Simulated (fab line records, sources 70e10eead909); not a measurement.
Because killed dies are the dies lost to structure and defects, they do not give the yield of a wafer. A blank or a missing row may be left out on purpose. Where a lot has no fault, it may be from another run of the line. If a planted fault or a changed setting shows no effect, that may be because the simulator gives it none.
Chamber matching -- flow nand-harc -- NHARC_A_SGD_CUT_CMP_21 on cmp-04: 4 sister chambers
The step polishes, target thk 148.19 nm. 4 wafers are shown with their chamber, then 11 later ones without.

== WAFERS PAIRED WITH THEIR CHAMBERS ==
wafer,chamber,motor-current-A (A)
L086.5,2,12.4
L089.2,3,11.3
L089.5,1,13.1
L090.2,0,11.5

== WAFERS WHOSE CHAMBER IS MISSING ==
wafer,motor-current-A (A)
L090.5,12.8
L090.6,12.7
L091.1,13.0
L091.2,11.3
L091.3,12.5
L093.4,11.5
L093.5,10.6
L093.6,12.1
L094.1,12.6
L094.3,12.8
L094.6,12.8

== THE CHAMBER EACH PASSED THROUGH ==
wafer,from the rows above,in truth
L090.5,can't be placed: 1 or 2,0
L090.6,can't be placed: 2 or 1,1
L091.1,can't be placed: 1 or 2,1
L091.2,can't be placed: 3 or 0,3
L091.3,can't be placed: 2 or 1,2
L093.4,can't be placed: 0 or 3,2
L093.5,can't be placed: 3 or 0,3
L093.6,can't be placed: 2 or 0 or 3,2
L094.1,can't be placed: 2 or 1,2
L094.3,can't be placed: 1 or 2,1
L094.6,can't be placed: 1 or 2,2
Correct placement for 0 of the 11. These rows do not allow placing 11 (true chamber among the candidates in 9). Placed wrongly: 0.
How it was worked out, from the rows above alone: a wafer's distance from a chamber is the root of the sum, over the readings, of the square of ((its reading less the chamber's mean) divided by the reading's scatter). If the next closest chamber is less than 2 further off than the closest, the wafer can't be placed; otherwise it belongs to the closest. Each chamber's mean is taken over the wafers shown for it. The scatter: root of mean squared gap, hidden wafer to nearest shown wafer, with one shown wafer a chamber.
